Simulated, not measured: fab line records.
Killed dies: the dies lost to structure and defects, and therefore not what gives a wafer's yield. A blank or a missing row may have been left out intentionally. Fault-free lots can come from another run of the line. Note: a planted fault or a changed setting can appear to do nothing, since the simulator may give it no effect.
Split-lot trial    flow n5Finfet    39 wafers read from 7 lots, route of 1938 steps

ABOUT THE SPLIT
At N5_BEOL_M6_ILD_DEP_00 (deposits SiCOH lowk from DEMS/porogen, target thk 179.75 nm, time 33.4 s), the setting targetThkA was moved away from the recipe's 1797.5 angstrom on 15 of the 39 wafers read, by -55.6% to +59.1%. All remaining wafers had this setting at the recipe value.

FROM THE SPLIT TO THE READING: what the file shows between them, 1 step
- N5_BEOL_M6_CURE_74: cures SiCOH lowk, time 240 s

THE READING
M6_ILD_THK (nm), taken at N5_BEOL_M6_THK_MEAS_01. Fault-free wafers of this fab line usually give 154.9 nm, standard deviation 2 nm.

wafer   tool, chamber at the split  targetThkA as run, angstrom  against the recipe  M6_ILD_THK, nm  against lot-mates on the recipe
L077.1  pecvd-04, 1                 1797.5                       recipe              154.9           -
L077.2  pecvd-04, 2                 798.7                        -55.6%              68.7            -88.8
L077.3  pecvd-04, 0                 798.7                        -55.6%              70.6            -86.9
L077.4  pecvd-04, 0                 798.7                        -55.6%              71.5            -86.0
L077.5  pecvd-04, 2                 1797.5                       recipe              159.7           -
L077.6  pecvd-04, 1                 1797.5                       recipe              157.9           -
L080.3  pecvd-03, 1                 1797.5                       recipe              152.7           -
L080.4  pecvd-03, 2                 1797.5                       recipe              155.3           -
L080.6  pecvd-03, 0                 1797.5                       recipe              153.7           -
L081.1  pecvd-04, 1                 1797.5                       recipe              154.9           -
L081.2  pecvd-04, 0                 1797.5                       recipe              155.4           -
L081.3  pecvd-04, 0                 1289                         -28.3%              114.6           -41.1
L081.4  pecvd-04, 1                 1289                         -28.3%              112.5           -43.2
L081.5  pecvd-04, 1                 1797.5                       recipe              156.7           -
L081.6  pecvd-04, 0                 1289                         -28.3%              114.5           -41.2
L088.1  pecvd-02, 2                 1797.5                       recipe              150.8           -
L088.2  pecvd-02, 1                 2684                         +49.3%              227.1           +74.7
L088.3  pecvd-02, 1                 2684                         +49.3%              231.1           +78.7
L088.4  pecvd-02, 2                 2684                         +49.3%              234.0           +81.6
L088.5  pecvd-02, 1                 1797.5                       recipe              153.4           -
L088.6  pecvd-02, 2                 1797.5                       recipe              152.9           -
L090.1  pecvd-04, 1                 2859                         +59.1%              245.5           +89.0
L090.2  pecvd-04, 2                 1797.5                       recipe              153.7           -
L090.3  pecvd-04, 0                 2859                         +59.1%              247.9           +91.4
L090.4  pecvd-04, 1                 1797.5                       recipe              156.8           -
L090.5  pecvd-04, 2                 1797.5                       recipe              159.0           -
L090.6  pecvd-04, 0                 2859                         +59.1%              251.6           +95.1
L096.1  pecvd-03, 1                 889.9                        -50.5%              76.7            -79.1
L096.2  pecvd-03, 2                 1797.5                       recipe              154.7           -
L096.3  pecvd-03, 0                 889.9                        -50.5%              75.2            -80.6
L096.4  pecvd-03, 1                 1797.5                       recipe              157.1           -
L096.5  pecvd-03, 0                 1797.5                       recipe              155.7           -
L096.6  pecvd-03, 2                 889.9                        -50.5%              79.1            -76.7
L097.1  pecvd-02, 0                 1797.5                       recipe              154.5           -
L097.2  pecvd-02, 1,2               1797.5                       recipe              154.8           -
L097.3  pecvd-02, 2                 1797.5                       recipe              152.9           -
L097.4  pecvd-02, 1,2               1797.5                       recipe              154.8           -
L097.5  pecvd-02, 1                 1797.5                       recipe              156.2           -
L097.6  pecvd-02, 0                 1797.5                       recipe              157.2           -
The file does not say which wafer passed through which chamber wherever a row lists several chambers: such a row stands for several wafers.

FIT RESULTS
A straight line over all 39 wafers: M6_ILD_THK changes by +1.54 nm for each +1% of targetThkA; r = +1.00; the points scatter about the line by 2.2 nm.
The same after taking each lot's own level away (the mean of its wafers on the recipe; 39 wafers): +1.56 nm for each +1%; r = +1.00; scatter 1.9 nm.
According to that fit, moving targetThkA by its largest amount changes the reading by 92 nm.
The span of the lots' own levels, 152.37 to 157.50 nm, comes to 2.6 times the standard deviation stated above.
Hence the lot-to-lot level has little effect on the slope; both slopes agree.
Check: for one of the wafers moved furthest among these (+59.1%), held out of the fit, the line's prediction against its lot-mates is +93 nm. Against them it came out at +89 nm.

ADDITIONAL SPLITS CARRIED BY THESE WAFERS
These wafers also went through other splits before the reading. Each is held against what the fit with the lots' levels taken away leaves over:
other split on the same wafers        wafers away from the commonest value  r with M6_ILD_THK (lot level and that fit taken away)
N5_ZERO_LAYER_PECVD_02 timeS          15                                    +0.02
N5_FIN_SAQP_PECVD_06 timeS            18                                    +0.02
N5_HKMG_FIN_DEVELOP_11 developTimeS   18                                    -0.21
N5_MOL_CONTACT_COAG_ALD_27 aldCycles  18                                    +0.06
N5_BEOL_M4_PECVD_72 timeS             12                                    -0.09

THE WHOLE CHAIN: every reading that the file lists as answering this split, in the file's order
step                    what it does                                                              reading                                                                                  change (the file's fit)               r (the file's)
N5_BEOL_M6_ILD_DEP_00   deposits SiCOH lowk from DEMS/porogen, target thk 179.75 nm, time 33.4 s  SiCOH_lowk_of_BEOL_M6_ILD_DEP_00.thkNm (the simulator's own value, which no gauge read)  +1.79 nm for each +1% of the setting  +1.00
N5_BEOL_M6_CURE_74      cures SiCOH lowk, time 240 s                                              SiCOH_lowk_of_BEOL_M6_ILD_DEP_00.thkNm (the simulator's own value, which no gauge read)  +1.56 nm for each +1% of the setting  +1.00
N5_BEOL_M6_THK_MEAS_01                                                                            M6_ILD_THK                                                                               +1.56 for each +1% of the setting     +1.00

FILE'S OWN FIT
M6_ILD_THK changes by +1.56 nm for each +1% of targetThkA, r = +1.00.
